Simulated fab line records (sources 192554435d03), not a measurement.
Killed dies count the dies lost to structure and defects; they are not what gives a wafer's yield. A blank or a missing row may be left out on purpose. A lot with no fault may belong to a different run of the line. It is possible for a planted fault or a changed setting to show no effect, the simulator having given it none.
A struck lot beside a sound one	flow n5Finfet	40 out of 1938 route steps
Sound: these wafers, L670.1, L670.2, L670.6. Wafers struck: L662.2, L662.4, L662.6. The cause is given at the end.
Order at every step that has rows: each side's tool, ch and its chambers, its first start. Under that, the readings that differ: sound wafers	struck wafers	difference of the means	sigmas: that difference in standard deviations of wafers without a fault.
alike: readings with means less than 2 such deviations apart, plus words and numbers identical on both sides. not compared: withheld readings, readings lacking a value on some wafer, bounds such as >300 that could conceal the same value, and numbers that have no deviation in the record and whose values overlap.
A row with sigmas, a row that says differs or no value, or rows on one side alone: a step with any of these is where the two part. Numbers that don't overlap but have no deviation are shown without sigmas and don't part them. A reading missing from all wafers of one side parts the sides only when that side holds two or more wafers.

first, 9 steps without rows for these wafers: N5_STI_FIN_REVEAL_SRD_23 (time 30 s); N5_STI_FIN_REVEAL_PRECLEAN_18 (cleans in SC2, time 45 s); N5_STI_FIN_REVEAL_SRD_28 (time 30 s); N5_DUMMY_GATE_PRECLEAN_00 (cleans in O3/DIW, time 60 s); N5_DUMMY_GATE_SRD_01 (time 30 s); N5_DUMMY_GATE_ALD_02 (deposits SiO2, target thk 2 nm, pulse time 1 s); N5_DUMMY_GATE_CVD_03 (deposits a-Si from SiH4, target thk 150 nm, time 8042 s); N5_DUMMY_GATE_PRECLEAN_46 (cleans in DIW, time 89.5 s); N5_DUMMY_GATE_SRD_47 (dry time 32 s).
N5_DUMMY_GATE_CMP_04: polishes a-Si.
  sound on cmp-01 ch 0,1,3, day 7 01:06; struck on cmp-03 ch 1,2, day 5 04:34
  no value came back on the struck wafers for edgeZonePressureFrac, motorCurrentA (A), timeToEndpointS (s); on the sound wafers edgeZonePressureFrac reads 0.996 0.993 0.995
reading	sound	struck	difference	sigmas
model.a-Si_of_DUMMY_GATE_CVD_03.thkNm (nm)	73.2 72.6 73.6	149.8 151 149.4	+76.9	
N5_DUMMY_GATE_THK_MEAS_05:
  sound on filmMetro-01 at day 7 01:17; struck on filmMetro-02 at day 5 04:48
reading	sound	struck	difference	sigmas
thkNm (nm)	73.2 72.6 73.5	149.9 151.0 149.3	+77.0	+87
then, 23 steps without rows for these wafers: N5_DUMMY_GATE_HM_DEP_06 (deposits SiNx from DCS/NH3, target thk 80 nm, time 5141 s); N5_DUMMY_GATE_PECVD_30 (deposits SiO2 from TEOS/O2, target thk 55 nm, time 10.8 s); N5_DUMMY_GATE_COAT_34 (time 60 s, resist thk 60 nm); N5_DUMMY_GATE_COAT_35 (time 60 s, resist thk 10 nm); N5_DUMMY_GATE_COAT_28 (time 60 s, resist thk 10 nm); N5_DUMMY_GATE_COAT_09 (resist thk 30 nm); N5_DUMMY_GATE_EBR_11; N5_DUMMY_GATE_SOFTBAKE_10 (time 60 s); N5_DUMMY_GATE_EXPOSE_12 (exposes mask GATE, target cd 25 nm); N5_DUMMY_GATE_PEB_13 (peb time 60 s); N5_DUMMY_GATE_DEVELOP_14 (develop time 30 s); N5_DUMMY_GATE_DESCUM_20 (chemistry O2, time 6.2 s); N5_DUMMY_GATE_ETCH_29 (etches underlayer in N2/H2, target depth 13 nm); N5_DUMMY_GATE_ETCH_36 (etches SiARC in CF4, target depth 13 nm); N5_DUMMY_GATE_ETCH_37 (etches SOC in N2/H2, target depth 60 nm, overetch 30 nm); N5_DUMMY_GATE_STRIP_38 (strips in N2/H2); N5_DUMMY_GATE_STRIP_39 (strips in N2/H2); N5_DUMMY_GATE_TRIM_49 (chemistry O2, time 29 s, target cd 14 nm); N5_DUMMY_GATE_STRIP_40 (strips in CF4); N5_DUMMY_GATE_ETCH_31 (etches SiO2 in C4F6/O2, target depth 82.5 nm, time 27.5 s); N5_DUMMY_GATE_STRIP_41 (strips in O2); N5_DUMMY_GATE_HM_OPEN_21 (chemistry CH3F/O2, target SiNx, target depth 120 nm, time 171.4 s); N5_DUMMY_GATE_ETCH_32 (etches SiO2 in CF4, target depth 3.5 nm, time 3.9 s).
N5_DUMMY_GATE_ETCH_23: etches poly-Si in HBr/Cl2/O2, target depth 41 nm, time 22.3 s.
  sound on rieSi-01 ch 0,1, day 7 06:32; struck on rieSi-04 ch 1,2,3, day 5 10:08
reading	sound	struck	difference	sigmas
oesProductAu (a.u.)	1.003 0.987 1.001	1.292 1.333 1.327	+0.320	+18
  alike: drypumpMotorCurrentA, throttleValvePct
  not compared: rfHoursCounterH
N5_DUMMY_GATE_ETCH_44: etches poly-Si in HBr/O2, stops on SiO2, target depth 127.5 nm.
  sound on rieSi-01 ch 0,1, day 7 06:36; struck on rieSi-04 ch 1,2,3, day 5 10:11
reading	sound	struck	difference	sigmas
oesProductAu (a.u.)	0.732 0.721 0.736	1.592 1.654 1.663	+0.907	+70
model.etch.depthNm (nm)	73.14 72.6 73.52	126.9 126.2 130.4	+54.7	
model.DUMMY_GATE.featureDepthNm (nm)	73.2 72.6 73.6	126.8 126.2 130.4	+54.7	
  alike: drypumpMotorCurrentA, throttleValvePct
  not compared: rfHoursCounterH
N5_DUMMY_GATE_ETCH_42: etches SiO2 in CHF3/O2, target depth 3.5 nm, time 31 s.
  sound on rieDiel-03 ch 0,1,2, day 7 06:46; struck on rieDiel-01 ch 0,1, day 5 10:22
reading	sound	struck	difference	sigmas
oesProductAu (a.u.)	0.75 0.78 0.74	0.31 0.27 0.32	-0.46	-7
  alike: drypumpMotorCurrentA, rfVppV, showerheadPlenumPTorr, throttleValvePct
  not compared: rfHoursCounterH
N5_DUMMY_GATE_INSPECT_27: inspects for defects (brightfield).
  sound on defectInspect-02 at day 7 06:59; struck on defectInspect-02 at day 5 10:35
reading	sound	struck	difference	sigmas
rawDefectCount	353 214 187	3084 3467 2856	+2884	+41
N5_BEOL_M4_RC_MEAS_101:
  the record has rows for the sound wafers here (prober-01 ch 0, day 13 14:28) and none for the struck ones
-- here the record skips 11 days between the struck wafers' starts before and after, leaving off in module BEOL_M4 and picking up in module PASSIVATION (first step shown: number 1936 of the route) --
N5_PASSIVATION_PROBE_49:
  the record has rows for the struck wafers here (prober-02, day 16 14:56) and none for the sound ones

## WHERE THEY PART
At N5_DUMMY_GATE_CMP_04 first; at N5_PASSIVATION_PROBE_49 last (within this record only).

WHY: the cause the simulator had injected
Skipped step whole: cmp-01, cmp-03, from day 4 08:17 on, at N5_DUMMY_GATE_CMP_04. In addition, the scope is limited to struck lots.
